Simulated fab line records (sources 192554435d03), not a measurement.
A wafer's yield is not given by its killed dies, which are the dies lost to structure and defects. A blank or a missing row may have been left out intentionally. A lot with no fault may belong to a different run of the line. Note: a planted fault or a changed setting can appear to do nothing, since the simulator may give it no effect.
Matching of chambers | flow n5-finfet | N5_BEOL_M11_ETCH_66 on rie-diel-04: 4 sister chambers
The step etches SOC in N2/H2, target depth 120 nm, overetch 24 nm, time 180 s. 18 wafers are shown with their chamber, then 9 later ones without.

## WAFERS, EACH WITH ITS CHAMBER
wafer  | chamber | drypump-motor-current-A (A) | showerhead-plenum-p-Torr (Torr) | throttle-valve-pct (%)
L075.3 | 1       | 6.5                         | 2.55                            | 17.51
L075.4 | 0       | 5.6                         | 2.50                            | 17.97
L075.6 | 2       | 6.1                         | 2.64                            | 18.47
L079.3 | 0       | 5.6                         | 2.49                            | 17.97
L079.4 | 1       | 6.6                         | 2.55                            | 17.54
L079.6 | 3       | 5.3                         | 2.64                            | 17.94
L084.1 | 1       | 6.5                         | 2.54                            | 17.53
L084.3 | 3       | 5.3                         | 2.64                            | 17.95
L084.4 | 3       | 5.3                         | 2.64                            | 17.94
L088.2 | 1       | 6.5                         | 2.54                            | 17.54
L088.3 | 0       | 5.6                         | 2.49                            | 17.99
L088.5 | 1       | 6.5                         | 2.54                            | 17.55
L089.2 | 2       | 6.1                         | 2.63                            | 17.97
L089.4 | 0       | 5.6                         | 2.48                            | 17.99
L089.6 | 2       | 6.1                         | 2.63                            | 17.98
L091.2 | 2       | 6.2                         | 2.63                            | 17.97
L091.4 | 1       | 6.5                         | 2.54                            | 17.56
L091.6 | 2       | 6.2                         | 2.63                            | 17.98

SIGNATURES, as means of the wafers listed above
reading                  | chamber 0 | chamber 1 | chamber 2 | chamber 3 | scatter within a chamber
drypump-motor-current-A  | 5.600     | 6.517     | 6.140     | 5.300     | 0.0381
showerhead-plenum-p-Torr | 2.4900    | 2.5433    | 2.6320    | 2.6400    | 0.00543
throttle-valve-pct       | 17.9800   | 17.5383   | 18.0740   | 17.9433   | 0.119
Rule: a wafer's distance from a chamber is the root of the sum, over the readings, of the square of ((its reading less the chamber's mean) divided by the reading's scatter). If the next closest chamber is less than 2 further off than the closest, the wafer can't be placed; otherwise it belongs to the closest. How the scatter is found: for the shown wafers, subtract from each reading the mean of its chamber, square and add these, divide the total by (wafers less chambers), then take the root.

## WAFERS MISSING THEIR CHAMBER
wafer  | drypump-motor-current-A (A) | showerhead-plenum-p-Torr (Torr) | throttle-valve-pct (%)
L094.4 | 6.5                         | 2.53                            | 17.57
L094.5 | 6.1                         | 2.62                            | 18.00
L094.6 | 5.6                         | 2.48                            | 18.02
L097.1 | 6.1                         | 2.62                            | 18.02
L097.4 | 6.2                         | 2.62                            | 18.03
L097.5 | 5.3                         | 2.63                            | 17.56
L096.1 | 5.6                         | 2.48                            | 18.02
L096.2 | 6.1                         | 2.62                            | 18.01
L096.3 | 5.3                         | 2.63                            | 17.56

## EACH ONE'S CHAMBER
wafer  | from the rows above | in truth
L094.4 | 1                   | 1
L094.5 | 2                   | 2
L094.6 | 0                   | 0
L097.1 | 2                   | 2
L097.4 | 2                   | 2
L097.5 | 3                   | 3
L096.1 | 0                   | 0
L096.2 | 2                   | 2
L096.3 | 3                   | 3
9 of 9 placed correctly. Can't be placed from these rows: 0. Number placed wrongly: 0.
